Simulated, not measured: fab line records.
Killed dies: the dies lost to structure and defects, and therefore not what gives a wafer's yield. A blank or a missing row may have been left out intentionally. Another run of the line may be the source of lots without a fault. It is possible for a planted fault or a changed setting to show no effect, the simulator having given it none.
Code-filled problem report in 8D (eight disciplines) form / flow nandHarc / the parts of the form that need people (team, actions taken, sign-off) are left out

## 1. THE ISSUE
Wafers without a fault read 90.0 nm, standard deviation 0.69; cdNm at NHARC_P_M0_CD_MEAS_09 reads a mean of 126.2 nm on 6 wafers belonging to 2 lots. Measured from the usual mean, that is +52 standard deviations.
The step: target cd 90 nm.
Earliest sighting: wafer L876.1 on cdSem-02 at day 9 21:34. Wafers with a number at this step in the record: 42, from 14 lots. Rule for "out" (also "out of limits"): further than 4 standard deviations from the usual mean. Any other wafer with a number is counted as sound.

## 2. WHAT IT IS AND WHAT IT IS NOT
question=which readings at this step | is=cdNm | is not=-
question=which lots | is=L876, L877 | is not=L861, L862, L863, L864, L865, L867, L868, L869, L870, L878, L879, L884
question=which wafers of those lots | is=all that have a number | is not=-
question=read on which gauges | is=cdSem-01, cdSem-02 | is not=cdSem-03
question=when | is=from day 9 21:34 | is not=up to then (27 sound wafers); but 9 sound wafers of L878, L879, L884 came after

## 3. WHAT RULES OUT EACH SUSPECT
Counting: any tool at a process step up to the reading is kept as a suspect provided that every lot that is out went through it and no sound lot did after the first of them.
- the gauge at NHARC_P_M0_CD_MEAS_09 has been ruled out. Those wafers that are out were read across 2 gauges (cdSem-01, cdSem-02).
- lithoTrack-06 at NHARC_P_M0_PEB_07 (peb time 65 s): kept. It ran every lot that is out, first L876 (day 9 21:29), and no sound lot after that; its last sound lot up to then is L870 (day 8 03:31). Its own readings are out on those wafers: heaterPowerTotalW, plateTempC.
The count leaves lithoTrack-06 at NHARC_P_M0_PEB_07.

## 4. THE CAUSE (what the simulator had put in)
Process parameter drift: lithoTrack-06, from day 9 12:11 on, at NHARC_P_M0_PEB_07. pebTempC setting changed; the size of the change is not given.
After counting, this tool was the only one left.

## 5. THE EFFECT CHAIN, in route order
Each row: a reading where the mean over the struck wafers with a number is more than 3 standard deviations away from the usual. Scope: only readings with a usual standard deviation given in the record; hours: median across lots of the time from each lot's start at the first step in this table that gives one to its start at this step; sigmas: change in usual standard deviations.
hours=0; step=NHARC_P_M0_PEB_07; reading=heaterPowerTotalW; usual=156.6 W; on struck wafers=185.4; change=+28.8; sigmas=+72
hours=0; step=NHARC_P_M0_PEB_07; reading=plateTempC; usual=100.03 C; on struck wafers=113.26; change=+13.23; sigmas=+99 or more
hours=0; step=NHARC_P_M0_CD_MEAS_09; reading=cdNm; usual=90.0 nm; on struck wafers=126.2; change=+36.2; sigmas=+52
Here are the process steps it includes:
- NHARC_P_M0_PEB_07: peb time 65 s.
Later steps that measure or inspect, where all struck wafers having a row at the step show a number for every such reading and not one has moved that far: NHARC_P_M0_INSPECT_11.

## 6. HOW IT WOULD HAVE BEEN CAUGHT EARLIER
In this record the first reading out of limits at a measuring or inspecting step was taken at day 9 21:34, 9 hours after the fault began at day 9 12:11.
The tool's own readings at NHARC_P_M0_PEB_07 were out on every struck wafer that the step has a row for (heaterPowerTotalW, plateTempC): an alarm limit on them would have fired on the first of those.
Of the lots that are out (2), L877 began NHARC_P_M0_PEB_07 on lithoTrack-06 after day 9 21:34. Had the tool been put on hold then, it would have been spared.
